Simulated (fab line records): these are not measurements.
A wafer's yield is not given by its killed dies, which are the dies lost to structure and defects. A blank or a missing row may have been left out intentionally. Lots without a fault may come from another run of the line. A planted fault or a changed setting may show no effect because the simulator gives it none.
Which of the tools did it?	flow n5Finfet	9 lots (26 wafers sampled), 1 step of a 1938-step route

WHAT THE GAUGES READ, wafer by wafer
N5_BEOL_M3_CD_MEAS_28: target cd 25.7 nm, target cd y 23.3 nm.
lot	measured	on	cdNm (nm)
L788	day 6 23:51	cdSem-02	25.59 25.55 25.62
L790	day 7 12:34	cdSem-01	25.64 25.98 26.14
L792	day 8 02:17	cdSem-01	25.57 25.96 25.60
L794	day 8 19:26	cdSem-01	25.67 25.84 25.56
L798	day 10 01:35	cdSem-03	25.66 25.47
L804	day 11 05:57	cdSem-03	25.37 25.21 25.23
L808	day 12 17:35	cdSem-01	25.69 25.67 25.48
L810	day 13 00:12	cdSem-03	25.85 25.66 25.93
L811	day 14 09:02	cdSem-03	25.62 25.83 25.65

TOOL THAT RAN EACH LOT (tool first, then ch and the chambers of the sampled wafers, then the start)
Record: no process step prior to these readings.

THE ANSWER, worked out from the rows above alone
Rule: what is usual is taken from the lots themselves. Put in order of their means at a reading, lots are off if they are a third of the lots or fewer, leave a main group of 4 or more, and stand apart from it by a gap of 3 or more times the standard deviation of the main group's means; of several such gaps the widest counts. Not used: any main group whose means are identical at the precision the tables above print for the reading. A lot without any number at a reading at which 4 lots or more have one is off too. All remaining lots with rows at the step are treated as sound.
None of the lots is off at any reading shown; this tells nothing.

WHAT THE SIMULATOR HAD INSERTED
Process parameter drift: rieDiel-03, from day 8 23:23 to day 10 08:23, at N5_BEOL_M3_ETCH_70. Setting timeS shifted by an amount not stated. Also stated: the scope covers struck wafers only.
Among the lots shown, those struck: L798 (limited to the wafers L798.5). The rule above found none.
